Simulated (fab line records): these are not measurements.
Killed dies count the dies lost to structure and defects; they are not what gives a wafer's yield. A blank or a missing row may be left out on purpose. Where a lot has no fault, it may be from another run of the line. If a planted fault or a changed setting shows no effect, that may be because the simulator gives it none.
fab line records | flow n5-finfet
record: lots: 5 wafers: 15 last-day: 15
route steps=1938 shown BEOL_M6@1250 BEOL_M7@1263
lots that met no fault: taken from a fault-free run of the same line
start-h: hours from the record's opening day to when the first of the lot's shown wafers began | wait-h: hours since the lot's step before | " unchanged from the row above | L1.1+2: a row that stands for several wafers | - no value present, or no start provided | * or withheld: withheld | < > ~ a bound
route shown NAME@n: a module of which the file shows steps, and the number in the route of the first | usual: mean/standard deviation of fault-free wafers | same: alike in all rows | chamber/n: place in a boat | sites: the reading at each site | _std_site: the standard deviation of these | _edge_site: mean of outer sites minus mean of inner sites | radius-mm: how far each site lies from the wafer's centre | mask NAME#n: copy n | behind: the most recent tool/chamber to have shaped the wafer | hold: why the lot was held/for how many hours/how that ended | device: transistor that didn't switch, given as n, p or np | end of line: the same wafers' tests at the end of the route | a step with no rows: only its recipe | killed: not the wafer's yield, but the dies lost to structure and defects at the first sort | map: a wafer's dies, x killed, . not, _ none there
set.NAME: the run value of the setting; set.NAME@STEP: its run value at that earlier step | model.NAME: the simulator's own value behind a step, which no gauge read
certain route steps with their lots: each step a table, each wafer a row
services: when a tool's chamber went out of use (start-h, in hours from the record's first day, below 0 if earlier), for how many hours, and the reason
== steps ==
step: N5_BEOL_M6_PRE_CLEAN_45
recipe: gas: H2/He time-s: 30 temp-c: 250
usual: heater-power-w: 323/38
columns lot.wafer tool chamber start-h wait-h heater-power-w
L074.1 pvd-sputter-02 - 193.77 0.0 287
L074.4 " - " " 355
L074.6 " - " " 376
L079.2 pvd-sputter-03 - 222.00 0.0 385
L079.3 " - " " 281
L079.6 " - " " 339
L082.1 pvd-sputter-02 - 248.05 0.0 291
L082.4 " - " " 266
L082.6 " - " " 270
L084.1 pvd-sputter-01 - 250.09 0.0 318
L084.4 " - " " 308
L084.5 " - " " 320
L086.1 pvd-sputter-01 - 275.68 0.0 314
L086.2 " - " " 314
L086.4 " - " " 311
step: N5_BEOL_M6_ALD_77
recipe: material: TaN target-thk-a: 20 temp-c: 275 ald-precursor-family: PDMAT ald-co-reactant: NH3 pressure-torr: 3 carrier-flow-sccm: 1500 pulse-time-s: 2 purge-time-s: 3 co-reactant-purge-time-s: 2 co-reactant-pulse-time-s: 3 ald-cycles: 40 precursor-vessel-temp-c: 75 precursor-vessel-pressure-torr: 26.25 precursor-vessel-carrier-sccm: 1000
usual: heater-power-w: 416/40
same: co-reactant-pulse-time-s: 3
columns lot.wafer tool chamber start-h wait-h heater-power-w
L074.1 ald-metal-04 0 193.92 0.1 483
L074.4 " 1 " " 421
L074.6 " 3 " " 395
L079.2 ald-metal-04 1 222.29 0.3 426
L079.3 " 2 " " 386
L079.6 " 3 " " 389
L082.1 ald-metal-03 1 248.11 0.0 411
L082.4 " 2 " " 306
L082.6 " 2 " " 315
L084.1 ald-metal-04 3 250.15 0.0 386
L084.4 " 0 " " 469
L084.5 " 1 " " 439
L086.1 ald-metal-03 0 275.74 0.0 413
L086.2 " 2 " " 311
L086.4 " 1 " " 399
step: N5_BEOL_M6_SURFACE_TREAT_79
recipe: gas: Ar time-s: * ion-energy-ev: * ion-current-ma-cm2: 0.5 pressure-mtorr: * ar-flow-sccm: 30
usual: throttle-valve-pct: *
columns lot.wafer tool chamber start-h wait-h throttle-valve-pct
L074.1 pvd-sputter-01 - 195.54 1.5 *
L074.4 " - " " *
L074.6 " - " " *
L079.2 pvd-sputter-02 - 223.78 1.4 *
L079.3 " - " " *
L079.6 " - " " *
L082.1 pvd-sputter-01 - 250.01 1.8 *
L082.4 " - " " *
L082.6 " - " " *
L084.1 pvd-sputter-02 - 250.45 0.2 *
L084.4 " - " " *
L084.5 " - " " *
L086.1 pvd-sputter-03 - 276.14 0.3 *
L086.2 " - " " *
L086.4 " - " " *
step: N5_BEOL_M6_CVD_78
recipe: material: Co target-thk-a: 20 temp-c: withheld precursor: CCTBA/H2 pressure-torr: 30 time-s: 142.3
columns lot.wafer tool chamber start-h wait-h
L074.1+4+6 cvd-co-02 1,1,2 195.82 0.3
L079.2+3+6 cvd-co-02 2,0,1 223.84 0.0
L082.1+4+6 cvd-co-01 2,2,1 250.09 0.1
L084.1+4+5 cvd-co-02 1,2,1 250.53 0.1
L086.1+2+4 cvd-co-02 0,2,1 276.43 0.3
step: N5_BEOL_M6_SPUTTER_48
recipe: material: Cu target-thk-a: 100 temp-c: -20 bias-v: 60 power-w: 26000 chamber-pressure-pa: 0.13 time-s: 1.667
usual: throttle-valve-pct: 30.1/0.65
columns lot.wafer tool chamber start-h wait-h throttle-valve-pct
L074.1 pvd-sputter-02 - 195.97 0.1 30.0
L074.4 " - " " 29.1
L074.6 " - " " 30.0
L079.2 pvd-sputter-03 - 223.98 0.1 28.6
L079.3 " - " " 30.7
L079.6 " - " " 30.6
L082.1 pvd-sputter-01 - 250.21 0.1 30.4
L082.4 " - " " 29.5
L082.6 " - " " 30.5
L084.1 pvd-sputter-01 - 250.65 0.1 29.8
L084.4 " - " " 29.6
L084.5 " - " " 29.3
L086.1 pvd-sputter-02 - 277.30 0.8 30.2
L086.2 " - " " 29.1
L086.4 " - " " 30.1
step: N5_BEOL_M6_ECD_50
recipe: material: Cu target-thk-a: 3000
columns lot.wafer tool chamber start-h wait-h
L074.1+4+6 ecd-cu-02 1,1,0 196.09 0.1
L079.2+3+6 ecd-cu-01 0,1,1 224.10 0.1
L082.1+4+6 ecd-cu-02 0,0,1 250.33 0.1
L084.1+4+5 ecd-cu-01 1,0,0 250.77 0.1
L086.1+2+4 ecd-cu-01 1,0,0 277.41 0.1
step: N5_BEOL_M6_ANNEAL_51
recipe: temp-c: 225 time-s: 90 ambient: N2
usual: wafer_temp_C_max: 226.07/0.26
columns lot.wafer tool chamber start-h wait-h wafer_temp_C_max
L074.1 rtp-anneal-02 0 196.29 0.2 226.62
L074.4 " 0 " " 226.38
L074.6 " 0 " " 225.91
L079.2 rtp-anneal-01 0 224.24 0.1 225.98
L079.3 " 0 " " 226.08
L079.6 " 0 " " 226.38
L082.1 rtp-anneal-01 0 250.42 0.1 225.80
L082.4 " 0 " " 225.98
L082.6 " 0 " " 226.12
L084.1 rtp-anneal-02 0 250.86 0.1 226.31
L084.4 " 0 " " 226.24
L084.5 " 0 " " 226.05
L086.1 rtp-anneal-02 0 277.51 0.1 226.70
L086.2 " 0 " " 226.29
L086.4 " 0 " " 226.15
step: N5_BEOL_M6_CMP_52
recipe: stop-on: SiCOH_lowk t-overpolish-s: 6.9 down-force-psi: 1 platen-rpm: 50 clearing-platen-down-force-psi: 1.5 clearing-platen-rpm: 50 post-cmp-clean: cu-alkaline target-thk-nm: 80 clearing-platen-pad-velocity-m-s: 0.99484 pad-velocity-m-s: 0.99484
usual: barrier-field-endpoint-s: 29.1/0.91 clearing-platen-rpm: 49.999/0.027 motor-current-A: 5.8/0.42 overpolish-run-s: 6.899/0.0087 time-to-endpoint-s: 64/3.9
columns lot.wafer tool chamber start-h wait-h barrier-field-endpoint-s clearing-platen-rpm motor-current-A overpolish-run-s time-to-endpoint-s
L074.4 cmp-02 3 196.65 0.2 29.1 50.025 5.2 6.911 66
L074.1 " 0 " " 30.2 50.027 5.7 6.910 66
L074.6 " 2 " " 30.9 50.034 5.8 6.904 70
L079.2 cmp-02 2 224.49 0.2 28.9 49.979 6.2 6.904 66
L079.3 " 0 " " 29.2 50.007 6.0 6.896 64
L079.6 " 2 " " 31.4 50.036 6.0 6.892 70
L082.1 cmp-01 3 250.73 0.3 29.3 49.951 5.7 6.892 66
L082.4 " 1 " " 31.0 49.989 6.1 6.887 69
L082.6 " 3 " " 30.5 49.950 5.5 6.894 69
L084.1 cmp-02 1 251.16 0.3 28.8 49.972 6.5 6.911 62
L084.4 " 2 " " 30.2 49.984 6.5 6.908 68
L084.5 " 2 " " 29.9 50.005 6.9 6.903 65
L086.4 cmp-02 0 277.82 0.1 29.6 49.994 5.9 6.898 64
L086.1 " 2 " " 30.6 49.993 6.3 6.895 71
L086.2 " 3 " " 30.1 50.002 5.5 6.905 65
step: N5_BEOL_M6_THK_MEAS_53
recipe: thk-meas-gauge: xrf reads: Cu_of_BEOL_M6_ECD_50
usual: M6_THK: 79.2/2.5
columns lot.wafer tool chamber start-h wait-h M6_THK[nm]
L074.1 film-metro-02 - 196.91 - 77.9
L074.4 " - " " 79.8
L074.6 " - " " 82.4
L079.2 film-metro-02 - 224.79 - 80.8
L079.3 " - " " 75.3
L079.6 " - " " 76.2
L082.1 film-metro-02 - 251.03 - 79.8
L082.4 " - " " 77.2
L082.6 " - " " 81.8
L084.1 film-metro-01 - 251.45 - 79.2
L084.4 " - " " 81.5
L084.5 " - " " 80.1
L086.1 film-metro-02 - 278.11 - 82.9
L086.2 " - " " 76.7
L086.4 " - " " 83.2
step: N5_BEOL_M6_PRE_CLEAN_55
recipe: gas: NH3 time-s: 15 temp-c: withheld rf-power-w: 300
columns lot.wafer tool chamber start-h wait-h
L074.1+4+6 pecvd-01 1,2,0 196.95 0.0
L079.2+3+6 pecvd-01 2,1,0 224.82 0.0
L082.1+4+6 pecvd-04 0,1,0 251.06 0.0
L084.1+4+5 pecvd-02 2,0,1 251.50 0.0
L086.1+2+4 pecvd-02 2,0,2 278.15 0.0
step: N5_BEOL_M6_DEP_56
recipe: material: SiCN target-thk-a: 100 temp-c: withheld precursor: 3MS/NH3 pressure-torr: 3 rf-w: 202 time-s: 17.5
usual: showerhead-plenum-p-Torr: 3.663/0.015 throttle-valve-pct: 9.1/0.37
columns lot.wafer tool chamber start-h wait-h showerhead-plenum-p-Torr throttle-valve-pct
L074.1 pecvd-01 1 196.97 0.0 3.658 8.6
L074.4 " 2 " " 3.674 8.8
L074.6 " 0 " " 3.664 9.8
L079.2 pecvd-01 2 224.85 0.0 3.668 9.3
L079.3 " 1 " " 3.669 8.9
L079.6 " 0 " " 3.663 9.6
L082.1 pecvd-04 0 251.10 0.0 3.651 9.2
L082.4 " 1 " " 3.680 8.6
L082.6 " 0 " " 3.642 9.1
L084.1 pecvd-02 2 251.52 0.0 3.680 8.4
L084.4 " 0 " " 3.688 9.0
L084.5 " 1 " " 3.645 9.6
L086.1 pecvd-02 2 278.17 0.0 3.680 8.4
L086.2 " 0 " " 3.682 8.6
L086.4 " 2 " " 3.667 8.5
step: N5_BEOL_M6_RS_MEAS_57
recipe: thk-meas-gauge: four-point-probe reads: Cu_of_BEOL_M6_ECD_50+Co_of_BEOL_M6_CVD_78+TaN_of_BEOL_M6_ALD_77
usual: M6_RS: 0.288/0.0096
columns lot.wafer tool chamber start-h wait-h M6_RS[ohm/sq]
L074.1 film-metro-02 - 197.04 0.1 0.298
L074.4 " - " " 0.287
L074.6 " - " " 0.277
L079.2 film-metro-02 - 224.92 0.1 0.283
L079.3 " - " " 0.306
L079.6 " - " " 0.304
L082.1 film-metro-02 - 251.19 0.1 0.286
L082.4 " - " " 0.299
L082.6 " - " " 0.280
L084.1 film-metro-02 - 251.59 0.1 0.287
L084.4 " - " " 0.279
L084.5 " - " " 0.284
L086.1 film-metro-01 - 278.24 0.1 0.273
L086.2 " - " " 0.300
L086.4 " - " " 0.272
step: N5_BEOL_M6_INSPECT_58
recipe: inspect-instrument: darkfield mode: post-dep
usual: raw-defect-count: 71/27
columns lot.wafer tool chamber start-h wait-h raw-defect-count
L074.1 defect-inspect-02 - 197.07 0.0 64
L074.4 " - " " 40
L074.6 " - " " 68
L079.2 defect-inspect-02 - 224.95 0.0 82
L079.3 " - " " 64
L079.6 " - " " 98
L082.1 defect-inspect-02 - 251.21 0.0 132
L082.4 " - " " 62
L082.6 " - " " 104
L084.1 defect-inspect-02 - 251.62 0.0 119
L084.4 " - " " 71
L084.5 " - " " 80
L086.1 defect-inspect-02 - 278.27 0.0 51
L086.2 " - " " 34
L086.4 " - " " 69
step: N5_BEOL_M7_ILD_DEP_00
recipe: material: SiCOH_lowk target-thk-a: 1797.5 temp-c: 300 precursor: DEMS/porogen pressure-torr: 5 rf-w: 500 time-s: 33.4
usual: heater-power-w: 298/53 showerhead-plenum-p-Torr: 5.738/0.013 throttle-valve-pct: 14.0/0.66
columns lot.wafer tool chamber start-h wait-h heater-power-w showerhead-plenum-p-Torr throttle-valve-pct
L074.1 pecvd-01 2 197.10 0.0 300 5.742 13.9
L074.4 " 0 " " 329 5.716 14.6
L074.6 " 2 " " 314 5.754 13.8
L079.2 pecvd-01 2 224.98 0.0 322 5.751 13.8
L079.3 " 0 " " 347 5.717 14.7
L079.6 " 0 " " 355 5.728 14.8
L082.1 pecvd-02 2 251.25 0.0 380 5.748 12.9
L082.4 " 0 " " 342 5.765 13.4
L082.6 " 2 " " 390 5.764 12.9
L084.1 pecvd-03 2 251.66 0.0 277 5.746 13.3
L084.4 " 0 " " 171 5.751 14.7
L084.5 " 2 " " 276 5.727 13.4
L086.1 pecvd-01 1 278.31 0.0 366 5.733 13.6
L086.2 " 2 " " 307 5.748 13.9
L086.4 " 1 " " 361 5.720 13.3
step: N5_BEOL_M7_CURE_74
recipe: temp-c: 385 time-s: 240 ambient: He/Ar material: SiCOH_lowk
usual: lamp-power-pct: 52.31/0.058 wafer_temp_C_max: 387.0/0.61
columns lot.wafer tool chamber start-h wait-h lamp-power-pct wafer_temp_C_max
L074.1 uv-cure-02 2 197.17 0.0 52.30 386.1
L074.4 " 2 " " 52.24 386.4
L074.6 " 2 " " 52.28 386.3
L079.2 uv-cure-03 0 225.18 0.2 52.32 387.6
L079.3 " 0 " " 52.32 387.1
L079.6 " 0 " " 52.23 388.0
L082.1 uv-cure-02 0 251.32 0.0 52.24 386.9
L082.4 " 0 " " 52.35 387.7
L082.6 " 0 " " 52.22 387.8
L084.1 uv-cure-01 2 251.72 0.0 52.34 388.4
L084.4 " 2 " " 52.34 387.1
L084.5 " 2 " " 52.26 387.9
L086.1 uv-cure-02 1 278.37 0.0 52.31 387.5
L086.2 " 1 " " 52.28 386.8
L086.4 " 1 " " 52.36 386.8
step: N5_BEOL_M7_THK_MEAS_01
recipe: reads: SiCOH_lowk_of_BEOL_M7_ILD_DEP_00
usual: M7_ILD_THK: 155.1/1.9
columns lot.wafer tool chamber start-h wait-h M7_ILD_THK[nm]
L074.1 film-metro-01 - 197.68 0.4 154.4
L074.4 " - " " 156.4
L074.6 " - " " 155.8
L079.2 film-metro-02 - 225.61 0.4 153.3
L079.3 " - " " 153.8
L079.6 " - " " 156.2
L082.1 film-metro-01 - 251.83 0.4 152.6
L082.4 " - " " 155.7
L082.6 " - " " 155.5
L084.1 film-metro-01 - 252.23 0.4 153.7
L084.4 " - " " 155.2
L084.5 " - " " 153.3
L086.1 film-metro-01 - 278.88 0.4 154.9
L086.2 " - " " 153.0
L086.4 " - " " 158.5
step: N5_BEOL_M7_PECVD_70
recipe: material: SiO2 target-thk-a: 200 temp-c: 400 precursor: TEOS/O2 pressure-torr: 5.5 rf-w: 450 teos-flow-sccm: 53.8 gas: O2 flow-sccm: 3000 time-s: 22.7
usual: heater-power-w: 695/90 showerhead-plenum-p-Torr: 8.79/0.045 throttle-valve-pct: 22.6/1.1
columns lot.wafer tool chamber start-h wait-h heater-power-w showerhead-plenum-p-Torr throttle-valve-pct
L074.1 pecvd-01 0 197.72 0.0 788 8.74 23.8
L074.4 " 0 " " 819 8.74 23.7
L074.6 " 1 " " 692 8.77 21.6
L079.2 pecvd-03 1 225.65 0.0 636 8.80 23.0
L079.3 " 0 " " 550 8.77 24.2
L079.6 " 1 " " 650 8.80 23.1
L082.1 pecvd-02 0 251.87 0.0 646 8.88 21.5
L082.4 " 1 " " 722 8.75 23.9
L082.6 " 0 " " 674 8.87 21.4
L084.1 pecvd-03 1 252.27 0.0 607 8.83 23.0
L084.4 " 0 " " 481 8.82 24.0
L084.5 " 1 " " 614 8.81 23.4
L086.1 pecvd-03 0 278.92 0.0 464 8.82 24.4
L086.2 " 2 " " 608 8.79 21.5
L086.4 " 1 " " 643 8.80 23.2
step: N5_BEOL_M7_HM_DEP_02
recipe: material: TiN target-thk-a: 200 temp-c: 25 chamber-pressure-pa: 0.49996
usual: throttle-valve-pct: 30.1/0.57
columns lot.wafer tool chamber start-h wait-h throttle-valve-pct
L074.1 pvd-sputter-02 - 197.78 0.0 29.2
L074.4 " - " " 30.9
L074.6 " - " " 30.0
L079.2 pvd-sputter-03 - 227.26 1.6 30.6
L079.3 " - " " 30.0
L079.6 " - " " 30.7
L082.1 pvd-sputter-02 - 253.52 1.6 30.1
L082.4 " - " " 29.2
L082.6 " - " " 30.1
L084.1 pvd-sputter-01 - 253.59 1.3 30.7
L084.4 " - " " 30.9
L084.5 " - " " 29.9
L086.1 pvd-sputter-03 - 278.98 0.0 30.7
L086.2 " - " " 30.7
L086.4 " - " " 28.7
step: N5_BEOL_M7_COAT_59
recipe: resist: SOC temp-c: 250 time-s: 60 spin-rpm: 1500 resist-thk-nm: 100
columns lot.wafer tool chamber start-h wait-h
L074.1+4+6 litho-track-05 0 197.90 0.1
L079.2+3+6 litho-track-05 0 227.39 0.1
L082.1+4+6 litho-track-04 0 253.64 0.1
L084.1+4+5 litho-track-05 0 253.71 0.1
L086.1+2+4 litho-track-04 0 279.10 0.1
step: N5_BEOL_M7_COAT_60
recipe: resist: SiARC temp-c: 220 time-s: 60 spin-rpm: 1500 resist-thk-nm: 35
columns lot.wafer tool chamber start-h wait-h
L074.1+4+6 litho-track-05 0 - -
L079.2+3+6 litho-track-05 0 - -
L082.1+4+6 litho-track-04 0 - -
L084.1+4+5 litho-track-05 0 - -
L086.1+2+4 litho-track-04 0 - -
step: N5_BEOL_M7_COAT_05
recipe: resist: CAR-ArF spin-rpm: 1500 resist-thk-nm: 90
columns lot.wafer tool chamber start-h wait-h
L074.1+4+6 litho-track-05 0 - -
L079.2+3+6 litho-track-05 0 - -
L082.1+4+6 litho-track-04 0 - -
L084.1+4+5 litho-track-05 0 - -
L086.1+2+4 litho-track-04 0 - -
step: N5_BEOL_M7_EBR_07
recipe: solvent: PGMEA ebr-width-mm: 1.5
columns lot.wafer tool chamber start-h wait-h
L074.1+4+6 litho-track-05 0 - -
L079.2+3+6 litho-track-05 0 - -
L082.1+4+6 litho-track-04 0 - -
L084.1+4+5 litho-track-05 0 - -
L086.1+2+4 litho-track-04 0 - -
step: N5_BEOL_M7_SOFTBAKE_06
recipe: temp-c: 110 time-s: 60 resist: CAR-ArF
columns lot.wafer tool chamber start-h wait-h
L074.1+4+6 litho-track-05 0 - -
L079.2+3+6 litho-track-05 0 - -
L082.1+4+6 litho-track-04 0 - -
L084.1+4+5 litho-track-05 0 - -
L086.1+2+4 litho-track-04 0 - -
step: N5_BEOL_M7_EXPOSE_08
recipe: mask-id: M7 na: 1.35 source-shape: dipole sigma-inner: 0.817 sigma-outer: 0.97 polarization: te dose-mj: 68.25
usual: reticle-temp-C: 23.00/0.11
columns lot.wafer tool chamber start-h wait-h mask reticle-temp-C
L074.1 arfi-scanner-02 0 198.15 - M7#0 23.09
L074.4 " 0 " " M7#0 22.91
L074.6 " 0 " " M7#0 23.06
L079.2 arfi-scanner-03 0 227.64 - M7#0 22.97
L079.3 " 0 " " M7#0 22.82
L079.6 " 0 " " M7#0 22.82
L082.1 arfi-scanner-02 0 253.88 - M7#0 22.95
L082.4 " 0 " " M7#0 22.93
L082.6 " 0 " " M7#0 22.97
L084.1 arfi-scanner-01 0 254.05 - M7#0 22.88
L084.4 " 0 " " M7#0 22.96
L084.5 " 0 " " M7#0 22.93
L086.1 arfi-scanner-03 0 279.35 - M7#0 22.84
L086.2 " 0 " " M7#0 22.86
L086.4 " 0 " " M7#0 22.79
step: N5_BEOL_M7_PEB_09
recipe: peb-temp-c: withheld peb-time-s: 60 resist: CAR-ArF
columns lot.wafer tool chamber start-h wait-h
L074.1+4+6 litho-track-04 0 198.21 0.1
L079.2+3+6 litho-track-03 0 227.69 0.0
L082.1+4+6 litho-track-03 0 253.95 0.1
L084.1+4+5 litho-track-03 0 254.11 0.1
L086.1+2+4 litho-track-05 0 279.41 0.1
step: N5_BEOL_M7_DEVELOP_10
recipe: develop-time-s: 30 developer: TMAH resist: CAR-ArF rinse-liquid: diw dry: air-spin dev-temp-c: 23
columns lot.wafer tool chamber start-h wait-h
L074.1+4+6 litho-track-04 0 - -
L079.2+3+6 litho-track-03 0 - -
L082.1+4+6 litho-track-03 0 - -
L084.1+4+5 litho-track-03 0 - -
L086.1+2+4 litho-track-05 0 - -
step: N5_BEOL_M7_CD_MEAS_11
recipe: target-cd-nm: 38.5 landing-energy-ev: 500 detector: se-inlens polarity: opening
usual: cd-nm: 38.7/0.6
columns lot.wafer tool chamber start-h wait-h cd-nm
L074.1 cd-sem-01 0 198.28 - 37.7
L074.4 " 0 " " 38.3
L074.6 " 0 " " 38.8
L079.2 cd-sem-01 0 227.76 - 39.0
L079.3 " 0 " " 39.1
L079.6 " 0 " " 39.4
L082.1 cd-sem-02 0 254.01 - 38.1
L082.4 " 0 " " 38.0
L082.6 " 0 " " 37.9
L084.1 cd-sem-02 0 254.18 - 38.6
L084.4 " 0 " " 39.1
L084.5 " 0 " " 38.4
L086.1 cd-sem-03 0 279.48 - 38.8
L086.2 " 0 " " 38.0
L086.4 " 0 " " 38.5
step: N5_BEOL_M7_OVL_MEAS_12
recipe: points-per-wafer: 44
usual: M7_OVL: 0.2/0.69
columns lot.wafer tool chamber start-h wait-h M7_OVL[nm]
L074.1 overlay-02 0 198.31 0.0 0.3
L074.4 " 0 " " 0.1
L074.6 " 0 " " -0.5
L079.2 overlay-02 0 227.79 0.0 -0.1
L079.3 " 0 " " 0.8
L079.6 " 0 " " 0.3
L082.1 overlay-01 0 254.04 0.0 -0.8
L082.4 " 0 " " -0.1
L082.6 " 0 " " 0.6
L084.1 overlay-02 0 254.21 0.0 -0.4
L084.4 " 0 " " -0.6
L084.5 " 0 " " 1.0
L086.1 overlay-01 0 279.51 0.0 -0.3
L086.2 " 0 " " 0.1
L086.4 " 0 " " 0.7
step: N5_BEOL_M7_INSPECT_13
recipe: mode: adi inspect-instrument: brightfield
usual: raw-defect-count: 396/81
columns lot.wafer tool chamber start-h wait-h raw-defect-count
L074.1 defect-inspect-02 - 198.33 0.0 457
L074.4 " - " " 480
L074.6 " - " " 374
L079.2 defect-inspect-02 - 227.81 0.0 412
L079.3 " - " " 418
L079.6 " - " " 453
L082.1 defect-inspect-02 - 254.07 0.0 479
L082.4 " - " " 367
L082.6 " - " " 373
L084.1 defect-inspect-02 - 254.23 0.0 458
L084.4 " - " " 301
L084.5 " - " " 311
L086.1 defect-inspect-01 - 279.53 0.0 503
L086.2 " - " " 376
L086.4 " - " " 510
step: N5_BEOL_M7_DESCUM_16
recipe: chemistry: O2 time-s: 7.9 source-power-w: 50 bias-power-w: 20 pressure-mtorr: 20 rf-frequency-hz: 2.712e+07 temp-c: 40 resist: CAR-ArF o2-flow-sccm: 225
usual: drypump-motor-current-A: 5.8/0.4 oes-product-au: 0.80/0.064 rf-vpp-V: 243.4/1.5 showerhead-plenum-p-Torr: 2.11/0.078 throttle-valve-pct: 20.39/0.2
columns lot.wafer tool chamber start-h wait-h drypump-motor-current-A oes-product-au rf-hours-counter-h rf-vpp-V showerhead-plenum-p-Torr throttle-valve-pct
L074.1 rie-diel-01 3 198.37 0.0 6.0 0.77 155 242.7 2.09 20.30
L074.4 " 3 " " 6.0 0.78 - 243.1 2.09 20.30
L074.6 " 1 " " 6.3 0.83 - 239.6 2.02 20.06
L079.2 rie-diel-01 3 228.13 0.3 6.0 0.77 167 243.2 2.09 20.32
L079.3 " 2 " " 5.2 0.78 121 241.9 2.03 20.64
L079.6 " 2 " " 5.2 0.78 - 241.0 2.03 20.62
L082.1 rie-diel-01 3 254.20 0.1 6.0 0.76 177 243.9 2.08 20.32
L082.4 " 2 " " 5.2 0.78 - 240.8 2.03 20.64
L082.6 " 1 " " 6.3 0.82 - 242.8 2.02 20.11
L084.1 rie-diel-05 3 254.31 0.1 6.2 0.71 245 243.9 2.13 20.36
L084.4 " 1 " " 6.1 0.76 131 242.8 2.02 20.57
L084.5 " 1 " " 6.1 0.76 - 241.5 2.02 20.57
L086.1 rie-diel-05 0 279.65 0.1 5.9 0.90 39 243.2 2.14 20.48
L086.2 " 1 " " 6.1 0.76 139 242.2 2.02 20.58
L086.4 " 0 " " 6.0 0.89 - 244.0 2.15 20.50
step: N5_BEOL_M7_ETCH_61
recipe: chemistry: CF4 target: SiARC target-depth-a: 455 mask-material: CAR-ArF time-s: 75.8 ion-energy-ev: 80 pressure-mtorr: 40 source-w: 545 bias-w: 36 Ar_flow_sccm: 100 cf4-flow-sccm: 100 ends: cleared
usual: cf4-flow-sccm: 100.0/0.32 drypump-motor-current-A: 5.8/0.41 etch-rf-on-time-s: 75.7/1.7 oes-product-au: 0.68/0.052 rf-vpp-V: 184.4/1.4 showerhead-plenum-p-Torr: 2.16/0.07 throttle-valve-pct: 15.57/0.16
columns lot.wafer tool chamber start-h wait-h cf4-flow-sccm drypump-motor-current-A etch-rf-on-time-s oes-product-au rf-hours-counter-h rf-vpp-V showerhead-plenum-p-Torr throttle-valve-pct
L074.1 rie-diel-01 3 198.40 0.0 99.7 6.0 78.2 0.65 155 184.4 2.15 15.58
L074.4 " 3 " " 99.7 6.0 77.7 0.65 - 183.1 2.15 15.56
L074.6 " 1 " " 100.1 6.3 76.1 0.71 - 182.8 2.10 15.36
L079.2 rie-diel-01 3 228.17 0.0 100.1 6.0 76.1 0.65 167 186.2 2.15 15.61
L079.3 " 2 " " 99.0 5.1 75.3 0.68 121 182.4 2.08 15.70
L079.6 " 2 " " 100.0 5.1 75.0 0.68 - 182.8 2.08 15.70
L082.1 rie-diel-01 3 254.24 0.0 100.3 6.0 78.6 0.63 177 184.8 2.14 15.61
L082.4 " 2 " " 100.6 5.1 76.5 0.66 - 183.4 2.07 15.73
L082.6 " 1 " " 100.1 6.3 76.6 0.68 - 183.7 2.09 15.42
L084.1 rie-diel-05 3 254.35 0.0 99.6 6.2 73.7 0.61 245 185.7 2.19 15.77
L084.4 " 1 " " 100.1 6.1 75.4 0.66 131 182.5 2.08 15.77
L084.5 " 1 " " 99.6 6.1 75.2 0.66 - 183.4 2.08 15.76
L086.1 rie-diel-05 0 279.68 0.0 99.4 6.0 79.5 0.74 39 184.7 2.18 15.52
L086.2 " 1 " " 99.7 6.1 75.7 0.65 139 184.1 2.08 15.77
L086.4 " 0 " " 100.2 5.9 79.0 0.73 - 183.8 2.18 15.53
step: N5_BEOL_M7_ETCH_62
recipe: chemistry: N2/H2 target: SOC target-depth-a: 1100 overetch-a: 220 mask-material: SiARC temp-c: 40 time-s: 165 ion-energy-ev: 200 pressure-mtorr: 30 source-w: 840 bias-w: 150 n2-flow-sccm: 200 h2-flow-sccm: 200
usual: drypump-motor-current-A: 5.8/0.4 oes-product-au: 0.68/0.051 rf-vpp-V: 524.3/2.7 showerhead-plenum-p-Torr: 2.56/0.091 throttle-valve-pct: 17.74/0.2
columns lot.wafer tool chamber start-h wait-h drypump-motor-current-A oes-product-au rf-hours-counter-h rf-vpp-V showerhead-plenum-p-Torr throttle-valve-pct
L074.1 rie-diel-01 3 198.46 0.0 6.0 0.66 155 522.6 2.54 17.58
L074.4 " 3 " " 6.0 0.66 - 522.5 2.54 17.60
L074.6 " 1 " " 6.3 0.70 - 521.0 2.48 17.62
L079.2 rie-diel-01 3 228.22 0.0 6.0 0.64 167 524.3 2.53 17.62
L079.3 " 2 " " 5.2 0.67 121 521.0 2.45 17.88
L079.6 " 2 " " 5.2 0.67 - 518.4 2.45 17.90
L082.1 rie-diel-01 3 254.29 0.0 6.0 0.64 177 523.4 2.53 17.63
L082.4 " 2 " " 5.2 0.66 - 522.2 2.44 17.92
L082.6 " 1 " " 6.3 0.68 - 521.7 2.47 17.67
L084.1 rie-diel-05 3 254.40 0.0 6.2 0.60 245 525.4 2.61 17.94
L084.4 " 1 " " 6.1 0.65 131 520.6 2.44 17.83
L084.5 " 1 " " 6.2 0.65 - 520.0 2.44 17.85
L086.1 rie-diel-05 0 279.74 0.0 5.9 0.75 39 523.7 2.59 17.85
L086.2 " 1 " " 6.1 0.64 139 520.8 2.44 17.86
L086.4 " 0 " " 5.9 0.75 - 525.7 2.59 17.86
step: N5_BEOL_M7_STRIP_68
recipe: chemistry: N2/H2 temp-c: 40 n2-flow-sccm: 200 h2-flow-sccm: 200 rf-frequency-hz: 6e+07
columns lot.wafer tool chamber start-h wait-h
L074.1+4+6 rie-diel-01 3,3,1 198.59 0.1
L079.2+3+6 rie-diel-01 3,2,2 228.36 0.1
L082.1+4+6 rie-diel-01 3,2,1 254.43 0.1
L084.1+4+5 rie-diel-05 3,1,1 254.54 0.1
L086.1+2+4 rie-diel-05 0,1,0 279.88 0.1
== services ==
columns tool chamber start-h hours kind
arfi-scanner-01 - 175.38 30.4 repair
arfi-scanner-02 - 188.46 1.0 pm
pecvd-04 - 189.42 0.3 repair
arfi-scanner-02 - 194.25 3.0 pm
arfi-scanner-01 - 205.82 4.9 pm
rie-diel-05 2 205.97 1.6 repair
pecvd-03 2 210.24 18.6 repair
rie-diel-05 - 216.89 0.8 repair
uv-cure-01 - 222.97 2.1 pm
uv-cure-02 - 232.28 6.0 pm
arfi-scanner-01 - 236.86 0.8 pm
arfi-scanner-02 - 239.47 1.3 pm
arfi-scanner-02 - 240.77 1.5 pm
ald-metal-04 - 242.66 2.8 pm
ecd-cu-02 - 244.27 4.9 repair
cmp-02 - 244.99 0.4 repair
uv-cure-03 - 247.32 129.3 repair
arfi-scanner-03 - 250.57 0.8 pm
ecd-cu-02 - 250.75 1.8 repair
ecd-cu-01 - 261.91 2.2 repair
cmp-01 - 265.48 1.2 repair
pecvd-04 1 277.93 6.6 repair
arfi-scanner-02 - 279.03 0.8 pm
arfi-scanner-03 - 279.65 1.0 pm
== key ==
fault none
